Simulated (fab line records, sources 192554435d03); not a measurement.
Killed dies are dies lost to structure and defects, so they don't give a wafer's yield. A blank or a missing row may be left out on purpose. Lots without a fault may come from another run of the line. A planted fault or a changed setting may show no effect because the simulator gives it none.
fab line records | flow n5_finfet
record lots=7 wafers=21
route steps=1938 shown BEOL_M14@1744 BEOL_M15@1797 MIM_TOP@1838 MIM_TOP_LITHO@1843 TV_OPEN@1887
start_h: hours from the record's first day to the start of the lot's first wafer shown | wait_h: hours since the lot's step before | " the same as in the row above | L1.1+2: a row that stands for several wafers | - no value, or no start given | * or withheld: withheld | < > ~ a bound
route shown NAME@n: a module of which the file shows steps, and the number in the route of the first | usual: mean/standard deviation of fault-free wafers | same: alike in all rows | chamber/n: place in a boat | sites: the reading at each site | _std_site: their standard deviation | _edge_site: outer sites' mean less inner sites' | radius_mm: how far each site lies from the wafer's centre | mask NAME#n: copy n | behind: the tool/chamber that last shaped the wafer | hold: why the lot was held/for how many hours/how that ended | device: the transistor (n, p or np) that didn't switch | end of line: the same wafers' tests at the end of the route | a step without rows: its recipe alone | killed: dies lost to structure and defects at the first sort, not the wafer's yield | map: a wafer's dies, x killed, . not, _ none there
set.NAME: the setting as run; set.NAME@STEP: as run at that earlier step | model.NAME: the simulator's own value behind a step, which no gauge read
lots whose settings were changed on purpose; a table a step, a row a wafer
## steps
# step N5_BEOL_M14_DEVELOP_27
# recipe develop_time_s=45 rinse_liquid=diw dry=air_spin dev_temp_c=21
# columns lot.wafer tool chamber start_h wait_h set.develop_time_s
L078.1 litho_track-05 0 - - 41.96
L078.2+4 " 0 " " 45
L079.4+6 litho_track-03 0 - - 45
L079.5 " 0 " " 36.49
L080.2 litho_track-01 0 - - 45
L080.3+5 " 0 " " 38.62
L081.1+2+3 litho_track-05 0 - - 45
L083.2 litho_track-05 0 - - 45
L083.3+4 " 0 " " 41.5
L084.1+2+4 litho_track-03 0 - - 45
L095.2+3+5 litho_track-03 0 - - 51.39
# step N5_BEOL_M14_HARDBAKE_32
# recipe temp_c=130 time_s=120
# step N5_BEOL_M14_CD_MEAS_28
# recipe target_cd_nm=284.4 landing_energy_ev=500 detector=se_inlens
# usual cd_nm=283.4/1.5
# columns lot.wafer tool chamber start_h wait_h set.peb_temp_c@BEOL_M14_PEB_26 cd_nm
L078.1 cd_sem-01 0 245.28 - 132.6 292.4
L078.2 " 0 " " 132.6 294.5
L078.4 " 0 " " 132.6 293.3
L079.4 cd_sem-02 0 250.06 - 130 285.3
L079.5 " 0 " " 131.5 289.4
L079.6 " 0 " " 130 283.4
L080.2 cd_sem-01 0 252.04 - 130 284.5
L080.3 " 0 " " 130 285.3
L080.5 " 0 " " 130 281.6
L081.1 cd_sem-01 0 262.99 - 130 283.3
L081.2 " 0 " " 130 282.6
L081.3 " 0 " " 130 284.0
L083.2 cd_sem-02 0 265.91 - 130 281.0
L083.3 " 0 " " 126.7 265.4
L083.4 " 0 " " 130 282.0
L084.1 cd_sem-03 0 271.13 - 130 283.7
L084.2 " 0 " " 130 283.9
L084.4 " 0 " " 130 283.6
L095.2 cd_sem-02 0 369.15 - 130 284.7
L095.3 " 0 " " 130 283.9
L095.5 " 0 " " 130 287.7
# step N5_BEOL_M14_DESCUM_33
# recipe chemistry=O2 time_s=7.9 source_power_w=50 bias_power_w=20 pressure_mtorr=20 rf_frequency_hz=2.712e+07 temp_c=40 o2_flow_sccm=225
# columns lot.wafer tool chamber start_h wait_h set.peb_temp_c@BEOL_M14_PEB_26 model.BEOL_M14.cd_nm
L078.1 rie_diel-03 1 245.47 0.1 132.6 292.4
L078.2 " 2 " " 132.6 294.6
L078.4 " 3 " " 132.6 293.2
L079.4 rie_diel-02 1 250.17 0.0 130 284.8
L079.5 " 3 " " 131.5 289.4
L079.6 " 2 " " 130 283.4
L080.2 rie_diel-03 2 252.13 0.0 130 284
L080.3 " 3 " " 130 285.4
L080.5 " 3 " " 130 281.8
L081.1 rie_diel-04 2 263.13 0.1 130 283
L081.2 " 1 " " 130 282.6
L081.3 " 0 " " 130 284
L083.2 rie_diel-03 0 266.00 0.0 130 281.2
L083.3 " 1 " " 126.7 265.2
L083.4 " 2 " " 130 281.4
L084.1+2 rie_diel-04 3,0 271.22 0.0 130 283.8
L084.4 " 1 " " 130 283.4
L095.2 rie_diel-04 2 369.23 0.0 130 285
L095.3 " 3 " " 130 284.2
L095.5 " 1 " " 130 287.6
# step N5_BEOL_M14_ETCH_67
# recipe chemistry=CF4 target=SiARC target_depth_a=1430 time_s=238.3 ion_energy_ev=80 pressure_mtorr=40 source_w=545 bias_w=36 Ar_flow_sccm=100 cf4_flow_sccm=100 ends=cleared
# columns lot.wafer tool chamber start_h wait_h set.peb_temp_c@BEOL_M14_PEB_26 model.BEOL_M14.cd_nm
L078.1 rie_diel-03 1 245.50 0.0 132.6 288.2
L078.2 " 2 " " 132.6 291.2
L078.4 " 3 " " 132.6 288.6
L079.4 rie_diel-02 1 250.20 0.0 130 280.2
L079.5 " 3 " " 131.5 285.6
L079.6 " 2 " " 130 279.6
L080.2 rie_diel-03 2 252.16 0.0 130 280.6
L080.3 " 3 " " 130 280
L080.5 " 3 " " 130 277
L081.1+2 rie_diel-04 2,1 263.16 0.0 130 277.8
L081.3 " 0 " " 130 279.4
L083.2 rie_diel-03 0 266.69 0.7 130 277.2
L083.3 " 1 " " 126.7 260.8
L083.4 " 2 " " 130 277.8
L084.1+2 rie_diel-04 3,0 271.25 0.0 130 279.4
L084.4 " 1 " " 130 278.6
L095.2 rie_diel-04 2 369.27 0.0 130 280.6
L095.3 " 3 " " 130 280
L095.5 " 1 " " 130 283.2
# step N5_BEOL_M14_ETCH_68
# recipe chemistry=N2/H2 target=SOC mask_material=SiARC source_w=3000 bias_w=350 temp_c=40 time_s=450 ion_energy_ev=200 pressure_mtorr=30 n2_flow_sccm=200 h2_flow_sccm=200
# columns lot.wafer tool chamber start_h wait_h set.peb_temp_c@BEOL_M14_PEB_26 model.BEOL_M14.cd_nm
L078.1 rie_diel-03 1 245.65 0.1 132.6 288.2
L078.2 " 2 " " 132.6 291.4
L078.4 " 3 " " 132.6 288.8
L079.4+6 rie_diel-02 1,2 250.35 0.1 130 282.2
L079.5 " 3 " " 131.5 285.2
L080.2 rie_diel-03 2 252.31 0.1 130 281.6
L080.3 " 3 " " 130 279.4
L080.5 " 3 " " 130 277.2
L081.1 rie_diel-04 2 263.31 0.1 130 278.4
L081.2 " 1 " " 130 280.6
L081.3 " 0 " " 130 277.6
L083.2 rie_diel-03 0 266.83 0.1 130 276.6
L083.3 " 1 " " 126.7 260.6
L083.4 " 2 " " 130 279.4
L084.1 rie_diel-04 3 271.40 0.1 130 278.4
L084.2 " 0 " " 130 278.6
L084.4 " 1 " " 130 280.4
L095.2 rie_diel-04 2 369.42 0.1 130 278.6
L095.3 " 3 " " 130 279.2
L095.5 " 1 " " 130 283.6
# step N5_BEOL_M14_STRIP_69
# recipe chemistry=N2/H2 temp_c=40 n2_flow_sccm=200 h2_flow_sccm=200 rf_frequency_hz=6e+07
# step N5_BEOL_M14_TRENCH_ETCH_34
# recipe chemistry=C4F8/O2/Ar target=SiO2 target_depth_a=5566.5 mask_material=SOC he_inner_torr=15 he_outer_torr=30 time_s=126.9 ion_energy_ev=800 pressure_mtorr=20 source_w=1905 bias_w=2040 Ar_flow_sccm=400 C4F8_flow_sccm=16 O2_flow_sccm=12
# columns lot.wafer tool chamber start_h wait_h set.peb_temp_c@BEOL_M14_PEB_26 model.BEOL_M14.cd_nm
L078.1 rie_diel-03 1 245.92 0.0 132.6 288.4
L078.2 " 2 " " 132.6 291.2
L078.4 " 3 " " 132.6 289.2
L079.4+6 rie_diel-02 1,2 250.62 0.0 130 282.4
L079.5 " 3 " " 131.5 285.6
L080.2 rie_diel-03 2 252.59 0.0 130 281
L080.3 " 3 " " 130 279.8
L080.5 " 3 " " 130 276.8
L081.1 rie_diel-04 2 263.58 0.0 130 278
L081.2 " 1 " " 130 280.6
L081.3 " 0 " " 130 277.8
L083.2 rie_diel-03 0 267.11 0.0 130 277.2
L083.3 " 1 " " 126.7 260.6
L083.4 " 2 " " 130 279.2
L084.1+2 rie_diel-04 3,0 271.67 0.0 130 279
L084.4 " 1 " " 130 280.8
L095.2 rie_diel-04 2 369.69 0.0 130 278.6
L095.3 " 3 " " 130 279.8
L095.5 " 1 " " 130 283.2
# step N5_BEOL_M15_COAT_22
# recipe spin_rpm=1704 resist_thk_nm=800
# columns lot.wafer tool chamber start_h wait_h set.spin_rpm model.coat_of_BEOL_M15_COAT_22.thk_nm
L078.1 litho_track-02 0 - - 1704 801.4
L078.2 " 0 " " 1519 847.8
L078.4 " 0 " " 1704 800
L079.4 litho_track-02 0 - - 1767 785.4
L079.5 " 0 " " 1767 780.8
L079.6 " 0 " " 1704 798.2
L080.2 litho_track-03 0 - - 1704 796.8
L080.3 " 0 " " 1611 821.4
L080.5 " 0 " " 1704 798.6
L081.1 litho_track-02 0 - - 1704 798.6
L081.2 " 0 " " 1704 803.6
L081.3 " 0 " " 1704 798
L083.2 litho_track-03 0 - - 1704 801.2
L083.3 " 0 " " 1704 801.4
L083.4 " 0 " " 1704 802.2
L084.1 litho_track-02 0 - - 1704 801
L084.2 " 0 " " 1704 801.6
L084.4 " 0 " " 1704 801.4
L095.2 litho_track-04 0 - - 1704 797.8
L095.3 " 0 " " 1704 798.4
L095.5 " 0 " " 1704 797.6
# step N5_BEOL_M15_EBR_24
# recipe solvent=PGMEA ebr_width_mm=1.5
# step N5_BEOL_M15_SOFTBAKE_23
# recipe temp_c=130 time_s=60
# step N5_BEOL_M15_DESCUM_33
# recipe chemistry=O2 time_s=7.9 source_power_w=50 bias_power_w=20 pressure_mtorr=20 rf_frequency_hz=2.712e+07 temp_c=40 o2_flow_sccm=225
# step N5_BEOL_M15_ETCH_61
# recipe chemistry=N2/H2 target=BARC target_depth_a=890 overetch_a=267 time_s=67.9 ion_energy_ev=200 pressure_mtorr=30 source_w=840 bias_w=150 n2_flow_sccm=200 h2_flow_sccm=200
# columns lot.wafer tool chamber start_h wait_h set.spin_rpm@BEOL_M15_COAT_22 model.coat_of_BEOL_M15_COAT_22.thk_nm
L078.1 rie_diel-05 3 250.54 0.0 1704 719.2
L078.2 " 2 " " 1519 767.2
L078.4 " 0 " " 1704 716.2
L079.4 rie_diel-01 2 255.03 0.0 1767 704.2
L079.5 " 0 " " 1767 699
L079.6 " 3 " " 1704 715.8
L080.2 rie_diel-01 2 258.71 0.0 1704 716
L080.3 " 3 " " 1611 739.2
L080.5 " 0 " " 1704 716.8
L081.1 rie_diel-06 3 270.97 0.0 1704 715.4
L081.2 " 0 " " 1704 720.8
L081.3 " 2 " " 1704 714.6
L083.2 rie_diel-06 0 273.17 0.0 1704 719.2
L083.3 " 1 " " 1704 722
L083.4 " 3 " " 1704 718.6
L084.1 rie_diel-05 1 276.88 0.0 1704 719.8
L084.2 " 0 " " 1704 718.4
L084.4 " 3 " " 1704 718.8
L095.2 rie_diel-01 0 375.42 0.0 1704 716.2
L095.3 " 2 " " 1704 718.4
L095.5 " 3 " " 1704 715.2
# step N5_BEOL_M15_TRENCH_ETCH_34
# recipe chemistry=C4F8/O2/Ar target=SiO2 target_depth_a=8729.3 he_inner_torr=15 he_outer_torr=30 time_s=199 ion_energy_ev=800 pressure_mtorr=20 source_w=1905 bias_w=2040 Ar_flow_sccm=400 C4F8_flow_sccm=16 O2_flow_sccm=12
# columns lot.wafer tool chamber start_h wait_h set.spin_rpm@BEOL_M15_COAT_22 model.coat_of_BEOL_M15_COAT_22.thk_nm
L078.1 rie_diel-05 3 250.59 0.0 1704 545.6
L078.2 " 2 " " 1519 597.6
L078.4 " 0 " " 1704 540.2
L079.4 rie_diel-01 2 255.14 0.1 1767 529.6
L079.5 " 0 " " 1767 522
L079.6 " 3 " " 1704 537
L080.2 rie_diel-01 2 258.76 0.0 1704 542.4
L080.3 " 3 " " 1611 562.2
L080.5 " 0 " " 1704 541.6
L081.1 rie_diel-06 3 271.02 0.0 1704 543.2
L081.2 " 0 " " 1704 545.6
L081.3 " 2 " " 1704 539.8
L083.2 rie_diel-06 0 273.22 0.0 1704 543
L083.3 " 1 " " 1704 552.8
L083.4 " 3 " " 1704 544.2
L084.1 rie_diel-05 1 276.93 0.0 1704 551.2
L084.2+4 " 0,3 " " 1704 544.6
L095.2 rie_diel-01 0 375.47 0.0 1704 540.4
L095.3 " 2 " " 1704 547.8
L095.5 " 3 " " 1704 534.6
# step N5_MIM_TOP_SPUTTER_03
# recipe material=TiN target_thk_a=350 temp_c=200 power_w=3000 chamber_pressure_pa=0.49996 gas=Ar reactive_partial_pa=0.37997 time_s=89.7
# columns lot.wafer tool chamber start_h wait_h set.time_s model.TiN_of_MIM_TOP_SPUTTER_03.thk_nm
L078.1 pvd_sputter-03 - 255.45 0.0 78.38 30.4
L078.2 " - " " 89.7 35.2
L078.4 " - " " 78.38 31.2
L079.4+6 pvd_sputter-03 - 260.77 0.0 89.7 34.6
L079.5 " - " " 89.7 34.8
L080.2 pvd_sputter-01 - 265.87 0.0 89.7 34.6
L080.3 " - " " 83.53 31.8
L080.5 " - " " 83.53 32.2
L081.1 pvd_sputter-03 - 278.31 0.0 89.7 35.2
L081.2 " - " " 84.68 33
L081.3 " - " " 84.68 33.8
L083.2 pvd_sputter-02 - 283.69 0.0 77.06 29.8
L083.3 " - " " 77.06 30
L083.4 " - " " 89.7 35
L084.1 pvd_sputter-02 - 283.81 0.0 89.7 35.2
L084.2 " - " " 89.7 35
L084.4 " - " " 89.7 35.4
L095.2+3 pvd_sputter-02 - 382.28 0.0 84.39 32.8
L095.5 " - " " 89.7 34.8
# step N5_MIM_TOP_LITHO_EXPOSE_05
# recipe mask_id=MIM_TOP na=0.55 source_shape=conventional sigma_outer=0.8 polarization=unpolarized target_cd_nm=2000 dose_mj=20.5
# columns lot.wafer tool chamber start_h wait_h mask set.dose_mj
L078.1+2 krf_scanner-02 0 255.66 - MIM_TOP#0 21.98
L078.4 " 0 " " MIM_TOP#0 20.5
L079.4+5 krf_scanner-01 0 261.12 - MIM_TOP#0 19.2
L079.6 " 0 " " MIM_TOP#0 20.5
L080.2+3 krf_scanner-01 0 266.09 - MIM_TOP#0 20.5
L080.5 " 0 " " MIM_TOP#0 21.89
L081.1+2 krf_scanner-01 0 278.65 - MIM_TOP#0 20.5
L081.3 " 0 " " MIM_TOP#0 19.15
L083.2+3+4 krf_scanner-02 0 284.04 - MIM_TOP#0 20.5
L084.1+2+4 krf_scanner-01 0 284.19 - MIM_TOP#0 20.5
L095.2 krf_scanner-01 0 382.62 - MIM_TOP#0 21.12
L095.3+5 " 0 " " MIM_TOP#0 20.5
# step N5_MIM_TOP_LITHO_PEB_06
# recipe peb_temp_c=withheld peb_time_s=*
# step N5_MIM_TOP_LITHO_DEVELOP_07
# recipe develop_time_s=60 rinse_liquid=diw dry=air_spin dev_temp_c=21
# step N5_MIM_TOP_LITHO_HARDBAKE_09
# recipe temp_c=130 time_s=120
# step N5_MIM_TOP_LITHO_CD_MEAS_08
# recipe target_cd_nm=2000 landing_energy_ev=500 detector=se_inlens
# usual cd_nm=1999.5/2.1
# columns lot.wafer tool chamber start_h wait_h set.dose_mj@MIM_TOP_LITHO_EXPOSE_05 cd_nm
L078.1 cd_sem-03 0 255.84 - 21.98 1988.9
L078.2 " 0 " " 21.98 1986.5
L078.4 " 0 " " 20.5 2000.5
L079.4 cd_sem-01 0 261.29 - 19.2 2010.8
L079.5 " 0 " " 19.2 2007.7
L079.6 " 0 " " 20.5 2001.6
L080.2 cd_sem-03 0 266.26 - 20.5 2001.0
L080.3 " 0 " " 20.5 1996.4
L080.5 " 0 " " 21.89 1988.3
L081.1 cd_sem-01 0 278.82 - 20.5 1998.9
L081.2 " 0 " " 20.5 1998.8
L081.3 " 0 " " 19.15 2012.9
L083.2 cd_sem-03 0 284.21 - 20.5 1996.2
L083.3 " 0 " " 20.5 1997.3
L083.4 " 0 " " 20.5 1998.2
L084.1 cd_sem-01 0 284.37 - 20.5 2001.2
L084.2 " 0 " " 20.5 1995.9
L084.4 " 0 " " 20.5 1995.8
L095.2 cd_sem-01 0 382.79 - 21.12 1990.8
L095.3 " 0 " " 20.5 1996.8
L095.5 " 0 " " 20.5 1998.6
# step N5_MIM_TOP_LITHO_DESCUM_10
# recipe chemistry=O2 time_s=7.9 source_power_w=50 bias_power_w=20 pressure_mtorr=20 rf_frequency_hz=2.712e+07 temp_c=40 o2_flow_sccm=225
# columns lot.wafer tool chamber start_h wait_h set.dose_mj@MIM_TOP_LITHO_EXPOSE_05 model.MIM_TOP_LITHO.cd_nm
L078.1 rie_diel-04 3 255.93 0.0 21.98 1989
L078.2 " 2 " " 21.98 1987
L078.4 " 1 " " 20.5 2000
L079.4 rie_diel-03 2 261.37 0.0 19.2 2011
L079.5 " 2 " " 19.2 -
L079.6 " 1 " " 20.5 2002
L080.2 rie_diel-04 3 266.35 0.0 20.5 2001
L080.3 " 2 " " 20.5 1997
L080.5 " 1 " " 21.89 1988
L081.1+2 rie_diel-04 1,2 278.93 0.1 20.5 1999
L081.3 " 3 " " 19.15 2013
L083.2 rie_diel-02 3 284.29 0.0 20.5 1997
L083.3+4 " 2,0 " " 20.5 1998
L084.1 rie_diel-04 2 284.46 0.0 20.5 2002
L084.2+4 " 1,3 " " 20.5 1996
L095.2 rie_diel-03 2 382.88 0.0 21.12 1991
L095.3 " 0 " " 20.5 -
L095.5 " 2 " " 20.5 1998
# step N5_PASSIVATION_PASS_ETCH_74
# recipe chemistry=CF4/O2 target=SiNx target_depth_a=2200 time_s=110 ion_energy_ev=100 pressure_mtorr=40 source_w=535 bias_w=49 Ar_flow_sccm=100 cf4_flow_sccm=100 O2_flow_sccm=10
# usual rf_vpp_V=240/4.3
# columns lot.wafer tool chamber start_h wait_h set.source_w rf_vpp_V
L078.1 rie_diel-05 2 259.47 0.0 535 241
L078.2 " 0 " " 535 242
L078.4 " 3 " " 535 239
L079.4 rie_diel-06 3 265.91 0.0 535 238
L079.5 " 3 " " 460 258
L079.6 " 2 " " 460 259
L080.2 rie_diel-05 1 272.76 0.0 535 234
L080.3 " 2 " " 535 240
L080.5 " 1 " " 535 234
L081.1 rie_diel-06 0 283.60 0.0 508.9 244
L081.2 " 1 " " 535 242
L081.3 " 2 " " 535 239
L083.2 rie_diel-01 2 288.62 0.0 622.3 229
L083.3 " 1 " " 535 243
L083.4 " 3 " " 535 242
L084.1 rie_diel-06 2 288.89 0.0 535 239
L084.2 " 1 " " 535 242
L084.4 " 3 " " 535 237
L095.2 rie_diel-06 1 385.96 0.0 535 242
L095.3 " 2 " " 535 238
L095.5 " 1 " " 535 240
# step N5_PASSIVATION_ETCH_15
# recipe chemistry=CF4/N2 target=SiCN target_depth_a=750 taper_deg=2 time_s=81.2 ion_energy_ev=150 mask_material=SiNx pressure_mtorr=40 source_w=430 bias_w=70 Ar_flow_sccm=100 cf4_flow_sccm=60 n2_flow_sccm=60
# usual rf_vpp_V=382.3/1.7
# columns lot.wafer tool chamber start_h wait_h set.bias_w rf_vpp_V
L078.1 rie_diel-05 2 - - 80.02 418.3
L078.2 " 0 " " 80.02 411.9
L078.4 " 3 " " 70 384.9
L079.4 rie_diel-06 3 - - 75.69 401.3
L079.5 " 3 " " 70 382.5
L079.6 " 2 " " 75.69 400.0
L080.2 rie_diel-05 1 - - 70 381.2
L080.3 " 2 " " 62.02 355.6
L080.5 " 1 " " 70 379.1
L081.1 rie_diel-06 0 - - 70 386.3
L081.2 " 1 " " 70 381.8
L081.3 " 2 " " 70 379.7
L083.2 rie_diel-01 2 - - 70 381.4
L083.3 " 1 " " 70 383.7
L083.4 " 3 " " 70 381.0
L084.1 rie_diel-06 2 - - 70 380.0
L084.2 " 1 " " 70 380.8
L084.4 " 3 " " 70 381.0
L095.2 rie_diel-06 1 - - 81.26 420.0
L095.3 " 2 " " 70 380.9
L095.5 " 1 " " 70 382.2
## key
split step=N5_BEOL_M14_DEVELOP_27 setting=develop_time_s stated=45 by=wafer
response none clear
split step=N5_BEOL_M15_COAT_22 setting=spin_rpm stated=1704 by=wafer
response step=N5_BEOL_M15_COAT_22 reading=model.coat_of_BEOL_M15_COAT_22.thk_nm change=-4.32 per=1% r=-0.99
response step=N5_BEOL_M15_ETCH_61 reading=model.coat_of_BEOL_M15_COAT_22.thk_nm change=-4.43 per=1% r=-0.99
response step=N5_BEOL_M15_TRENCH_ETCH_34 reading=model.coat_of_BEOL_M15_COAT_22.thk_nm change=-4.62 per=1% r=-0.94
split step=N5_MIM_TOP_SPUTTER_03 setting=time_s stated=89.7 by=wafer
response step=N5_MIM_TOP_SPUTTER_03 reading=model.TiN_of_MIM_TOP_SPUTTER_03.thk_nm change=+0.355 per=1% r=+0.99
split step=N5_MIM_TOP_LITHO_EXPOSE_05 setting=dose_mj stated=20.5 by=wafer
response step=N5_MIM_TOP_LITHO_CD_MEAS_08 reading=cd_nm change=-1.7 per=1% r=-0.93
response step=N5_MIM_TOP_LITHO_DESCUM_10 reading=model.MIM_TOP_LITHO.cd_nm change=-1.77 per=1% r=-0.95
split step=N5_PASSIVATION_PASS_ETCH_74 setting=source_w stated=535 by=wafer
response step=N5_PASSIVATION_PASS_ETCH_74 reading=rf_vpp_V change=-1.09 per=1% r=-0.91
split step=N5_PASSIVATION_ETCH_15 setting=bias_w stated=70 by=wafer
response step=N5_PASSIVATION_ETCH_15 reading=rf_vpp_V change=+2.24 per=1% r=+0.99
split outside_this_file step=N5_BEOL_M14_PEB_26 setting=peb_temp_c
# split outside_this_file: this setting was split too, and the file shows its column; the key of that split is in another file
